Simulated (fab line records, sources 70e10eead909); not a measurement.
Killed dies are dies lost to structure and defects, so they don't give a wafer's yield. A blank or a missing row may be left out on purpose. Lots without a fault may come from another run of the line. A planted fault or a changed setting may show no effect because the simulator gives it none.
Tool commonality check | flow nand_harc | 12 lots, 36 wafers sampled

WHY IT WAS OPENED
At NHARC_A_CHANNEL_HOLE_D1_INSPECT_12 the reading raw_defect_count is flagged on 3 of 12 lots. Wafers without a fault read 6.0, standard deviation 2.6.
Rule: a lot is flagged when every wafer of it that has a number lies more than 4 standard deviations from that mean, or none has a number. The other lots count as sound.

lot  | measured     | on                | raw_defect_count, wafer by wafer | flag
L160 | day 8 22:35  | defect_inspect-01 | 7 9 3                            |
L158 | day 9 07:06  | defect_inspect-01 | 4 13 6                           |
L161 | day 9 07:19  | defect_inspect-02 | 7 8 7                            |
L162 | day 9 15:34  | defect_inspect-02 | 2 3 6                            |
L164 | day 10 06:25 | defect_inspect-02 | 4 4 2                            |
L165 | day 10 14:09 | defect_inspect-01 | 7 8 6                            |
L166 | day 10 15:18 | defect_inspect-02 | 9 6 4                            |
L168 | day 11 13:26 | defect_inspect-01 | 5 3 10                           |
L171 | day 12 04:59 | defect_inspect-01 | 7 5 8                            |
L172 | day 12 05:22 | defect_inspect-01 | 433 446 441                      | FLAGGED
L176 | day 12 21:45 | defect_inspect-02 | 409 439 446                      | FLAGGED
L174 | day 12 22:29 | defect_inspect-01 | 416 445 461                      | FLAGGED
The numbers of the flagged lots are 437.3 on average: +431.3 against the usual, or +99 or more standard deviations.

WHICH TOOL RAN EACH LOT
The record holds 1 process step before the reading, out of a route of 1159 steps. In each cell: the tool, then ch and the chambers that the sampled wafers went through, then the start.
lot  | flag    | NHARC_A_CHANNEL_HOLE_D1_DEP_01
L160 |         | pecvd-01 ch 0,1,2, day 8 21:44
L158 |         | pecvd-01 ch 0,1, day 9 06:25
L161 |         | pecvd-03 ch 0,1,2, day 9 06:29
L162 |         | pecvd-01 ch 1,2, day 9 14:45
L164 |         | pecvd-04 ch 1,2, day 10 05:46
L165 |         | pecvd-01 ch 0,1,2, day 10 13:17
L166 |         | pecvd-04 ch 0,1,2, day 10 14:35
L168 |         | pecvd-03 ch 0,2, day 11 12:35
L171 |         | pecvd-04 ch 1,2, day 12 04:03
L172 | FLAGGED | pecvd-03 ch 0,1, day 12 04:32
L176 | FLAGGED | pecvd-03 ch 0,1,2, day 12 20:55
L174 | FLAGGED | pecvd-03 ch 0,1,2, day 12 21:48
What these steps do:
- NHARC_A_CHANNEL_HOLE_D1_DEP_01: deposits SiON, target thk 140 nm.
- NHARC_A_CHANNEL_HOLE_D1_INSPECT_12

FLAGGED OVER TOTAL, TOOL BY TOOL (the gauges that took the reading come last)
step                               | tool              | lots run | flagged | share of the flagged lots | sound lots run after its first flagged lot
NHARC_A_CHANNEL_HOLE_D1_DEP_01     | pecvd-01          | 4        | 0       | none                      | -
NHARC_A_CHANNEL_HOLE_D1_DEP_01     | pecvd-03          | 5        | 3       | all                       | 0
NHARC_A_CHANNEL_HOLE_D1_DEP_01     | pecvd-04          | 3        | 0       | none                      | -
NHARC_A_CHANNEL_HOLE_D1_INSPECT_12 | defect_inspect-01 | 7        | 2       | some                      | 0
NHARC_A_CHANNEL_HOLE_D1_INSPECT_12 | defect_inspect-02 | 5        | 1       | some                      | 0

WHAT THE TABLE ALLOWS
1 row of the table ran every flagged lot: pecvd-03 at NHARC_A_CHANNEL_HOLE_D1_DEP_01.
- pecvd-03 at NHARC_A_CHANNEL_HOLE_D1_DEP_01: 3 of its 5 lots flagged. Its last sound lot is L168 (day 11 12:35), its first flagged lot L172 (day 12 04:32): a fault that began between those two fits.
One tool is left: pecvd-03 at NHARC_A_CHANNEL_HOLE_D1_DEP_01.

WHAT THE SIMULATOR HAD PUT IN
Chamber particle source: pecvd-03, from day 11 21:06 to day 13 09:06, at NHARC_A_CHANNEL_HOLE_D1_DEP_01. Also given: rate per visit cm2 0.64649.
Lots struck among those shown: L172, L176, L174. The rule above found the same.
